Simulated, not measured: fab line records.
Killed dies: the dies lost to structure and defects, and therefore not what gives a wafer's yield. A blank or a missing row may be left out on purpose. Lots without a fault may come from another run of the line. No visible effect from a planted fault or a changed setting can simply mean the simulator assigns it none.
Which tool did it? ; flow nand-harc ; 36 wafers from 12 lots sampled at 6 of the route's 1302 steps

WHAT THE GAUGES READ, wafer by wafer
NHARC_A_CHANNEL_HOLE_D1_INSPECT_40.
lot;measured;on;raw-defect-count
L748;day 8 21:40;defect-inspect-02;67 77 35
L750;day 9 11:25;defect-inspect-02;49 34 28
L754;day 11 00:55;defect-inspect-02;38 57 71
L757;day 12 14:47;defect-inspect-01;907 40 904
L760;day 13 17:08;defect-inspect-01;53 911 92
L763;day 14 19:01;defect-inspect-01;121 112 108
L761;day 14 23:11;defect-inspect-01;87 95 122
L766;day 16 05:48;defect-inspect-02;59 59 54
L767;day 16 13:42;defect-inspect-02;76 59 79
L769;day 17 19:02;defect-inspect-01;85 63 49
L768;day 17 20:34;defect-inspect-02;33 45 82
L771;day 18 03:21;defect-inspect-01;72 49 88

NHARC_END_SORT_01.
lot;measured;on;killed-at-array;killed-at-other;killed-at-periphery;killed-dies;killed-open;killed-short
L754;day 27 02:41;prober-01;54 45 52;2 1 0;1 2 2;57 48 54;5 3 4;3 3 3
L757;day 28 07:06;prober-01;126 50 124;0 0 1;3 3 2;129 53 127;2 2 3;2 3 5
L760;day 29 00:25;prober-02;17 112 21;0 0 0;4 1 3;21 113 24;3 1 3;3 4 2
L763;day 30 00:44;prober-01;41 51 50;0 0 0;8 7 15;49 58 65;4 2 6;1 8 3
L766;day 31 19:00;prober-02;57 52 44;0 0 0;2 0 2;59 52 46;2 4 3;2 2 2
L767;day 32 19:02;prober-01;29 65 49;1 2 0;4 1 7;34 68 56;3 3 3;3 1 1

TOOL THAT RAN EACH LOT (tool first, then ch and the chambers of the sampled wafers, then the start)
lot;NHARC_A_CHANNEL_HOLE_D1_ETCH_19;NHARC_A_CHANNEL_HOLE_D1_ETCH_22;NHARC_A_CHANNEL_HOLE_D1_ETCH_25;NHARC_A_CHANNEL_HOLE_D1_XSEM_31
L748;har-etch-01 ch 0,1, day 8 15:59;har-etch-01 ch 0,1, day 8 16:50;har-etch-01 ch 0,1, day 8 18:52;xsem-01 ch 0, day 8 21:34
L750;har-etch-01 ch 0, day 9 05:41;har-etch-01 ch 0, day 9 06:32;har-etch-01 ch 0, day 9 08:35;xsem-02 ch 0, day 9 11:19
L754;har-etch-01 ch 0,1, day 10 19:12;har-etch-01 ch 0,1, day 10 20:08;har-etch-01 ch 0,1, day 10 22:14;xsem-02 ch 0, day 11 00:49
L757;har-etch-01 ch 0,1, day 12 09:04;har-etch-01 ch 0,1, day 12 09:56;har-etch-01 ch 0,1, day 12 11:58;xsem-02 ch 0, day 12 14:41
L760;har-etch-01 ch 0,1, day 13 11:26;har-etch-01 ch 0,1, day 13 12:19;har-etch-01 ch 0,1, day 13 14:20;xsem-01 ch 0, day 13 17:02
L763;har-etch-02 ch 0,1, day 14 13:22;har-etch-02 ch 0,1, day 14 14:28;har-etch-02 ch 0,1, day 14 16:39;xsem-01 ch 0, day 14 18:56
L761;har-etch-02 ch 0,1, day 14 17:29;har-etch-02 ch 0,1, day 14 18:20;har-etch-02 ch 0,1, day 14 20:22;xsem-01 ch 0, day 14 23:05
L766;har-etch-01 ch 1, day 16 00:06;har-etch-01 ch 1, day 16 00:58;har-etch-01 ch 1, day 16 03:00;xsem-01 ch 0, day 16 05:43
L767;har-etch-01 ch 0,1, day 16 08:02;har-etch-01 ch 0,1, day 16 09:03;har-etch-01 ch 0,1, day 16 11:11;xsem-02 ch 0, day 16 13:37
L769;har-etch-01 ch 0,1, day 17 13:22;har-etch-01 ch 0,1, day 17 14:17;har-etch-01 ch 0,1, day 17 16:23;xsem-01 ch 0, day 17 18:56
L768;har-etch-02 ch 0,1, day 17 14:04;har-etch-02 ch 0,1, day 17 15:01;har-etch-02 ch 0,1, day 17 17:05;xsem-02 ch 0, day 17 20:28
L771;har-etch-01 ch 0,1, day 17 21:39;har-etch-01 ch 0,1, day 17 22:31;har-etch-01 ch 0,1, day 18 00:32;xsem-01 ch 0, day 18 03:15
- NHARC_A_CHANNEL_HOLE_D1_ETCH_19: etches the open film in C4F8/O2/Ar, time 34.5 s.
- NHARC_A_CHANNEL_HOLE_D1_ETCH_22: etches the open film in C4F8/O2/Ar, time 666.7 s, target depth 1600 nm.
- NHARC_A_CHANNEL_HOLE_D1_ETCH_25: etches the open film in C4F8/O2/Ar, time 1040.2 s, target depth 1500 nm.
- NHARC_A_CHANNEL_HOLE_D1_XSEM_31

WHAT THE TOOLS THEMSELVES READ (means of the sampled wafers that have a number; where no wafer has one, the mark that the record gives instead)
NHARC_A_CHANNEL_HOLE_D1_ETCH_19.
lot;tool;drypump-motor-current-A (A);showerhead-plenum-p-Torr (Torr);throttle-valve-pct (%)
L748;har-etch-01;6.1;3.63;37.042
L750;har-etch-01;6.2;3.59;37.034
L754;har-etch-01;6.1;3.62;37.030
L757;har-etch-01;6.1;3.63;37.030
L760;har-etch-01;6.1;3.59;37.039
L763;har-etch-02;5.3;3.77;37.043
L761;har-etch-02;5.4;3.76;37.039
L766;har-etch-01;6.0;3.65;37.042
L767;har-etch-01;6.1;3.57;37.031
L769;har-etch-01;6.1;3.59;37.024
L768;har-etch-02;5.3;3.75;37.036
L771;har-etch-01;6.1;3.59;37.037

NHARC_A_CHANNEL_HOLE_D1_ETCH_22.
lot;tool;drypump-motor-current-A (A);showerhead-plenum-p-Torr (Torr);throttle-valve-pct (%)
L748;har-etch-01;6.1;3.59;32.150
L750;har-etch-01;6.2;3.55;32.151
L754;har-etch-01;6.1;3.58;32.156
L757;har-etch-01;6.1;3.60;32.168
L760;har-etch-01;6.1;3.56;32.157
L763;har-etch-02;5.3;3.72;32.156
L761;har-etch-02;5.4;3.72;32.155
L766;har-etch-01;6.0;3.61;32.158
L767;har-etch-01;6.1;3.54;32.155
L769;har-etch-01;6.1;3.56;32.157
L768;har-etch-02;5.3;3.70;32.165
L771;har-etch-01;6.1;3.55;32.162

NHARC_A_CHANNEL_HOLE_D1_ETCH_25.
lot;tool;drypump-motor-current-A (A);showerhead-plenum-p-Torr (Torr);throttle-valve-pct (%)
L748;har-etch-01;6.1;3.59;32.239
L750;har-etch-01;6.2;3.55;32.239
L754;har-etch-01;6.1;3.57;32.236
L757;har-etch-01;6.1;3.59;32.234
L760;har-etch-01;6.1;3.55;32.243
L763;har-etch-02;5.3;3.72;32.231
L761;har-etch-02;5.4;3.72;32.234
L766;har-etch-01;6.0;3.60;32.236
L767;har-etch-01;6.1;3.53;32.242
L769;har-etch-01;6.1;3.55;32.233
L768;har-etch-02;5.3;3.70;32.232
L771;har-etch-01;6.1;3.55;32.219

NHARC_A_CHANNEL_HOLE_D1_XSEM_31.
lot;tool;bot-cd-nm (nm);bow-nm (nm);tilt-deg (degrees)
L748;xsem-01;74.6;9.09;0.11
L750;xsem-02;77.3;8.66;0.13
L754;xsem-02;75.4;8.11;0.14
L757;xsem-02;73.4;8.86;0.04
L760;xsem-01;75.8;8.91;0.10
L763;xsem-01;72.7;9.16;0.07
L761;xsem-01;72.2;8.39;0.05
L766;xsem-01;76.9;8.74;0.08
L767;xsem-02;77.6;8.40;0.11
L769;xsem-01;74.4;8.55;0.03
L768;xsem-02;74.8;8.46;0.07
L771;xsem-01;74.4;8.43;0.03

THE ANSWER, worked out from the rows above alone
Rule: usual is defined by the lots themselves. The widest of any qualifying gaps counts: lots, ordered by their means at a reading, are off when they make up no more than a third of the lots, leave a main group of 4 or more, and stand apart from it by 3 or more times the standard deviation of that group's means. Not used: any main group whose means are identical at the precision the tables above print for the reading. Also off: a lot with no number at a reading for which 4 or more lots have one. Any other lot the step has rows for is counted as sound. The gauges are gone through in route order, then the tools' own readings, and for those a lot's mean is taken as printed above. The first step at which some lot is off is used, and at that step the reading that is off furthest; a lot without a number counts as furthest.
Off: L757, L760, at NHARC_A_CHANNEL_HOLE_D1_INSPECT_40 (raw-defect-count). The main group has a mean of 68 with a standard deviation of 22.
A tool fits if, at a process step before that reading, it ran every lot that is off, and no sound lot after the first of them. Gauges at NHARC_A_CHANNEL_HOLE_D1_INSPECT_40: tried the same way as those tools. Not one of the candidates tried fits.

WHAT WAS PUT IN BY THE SIMULATOR
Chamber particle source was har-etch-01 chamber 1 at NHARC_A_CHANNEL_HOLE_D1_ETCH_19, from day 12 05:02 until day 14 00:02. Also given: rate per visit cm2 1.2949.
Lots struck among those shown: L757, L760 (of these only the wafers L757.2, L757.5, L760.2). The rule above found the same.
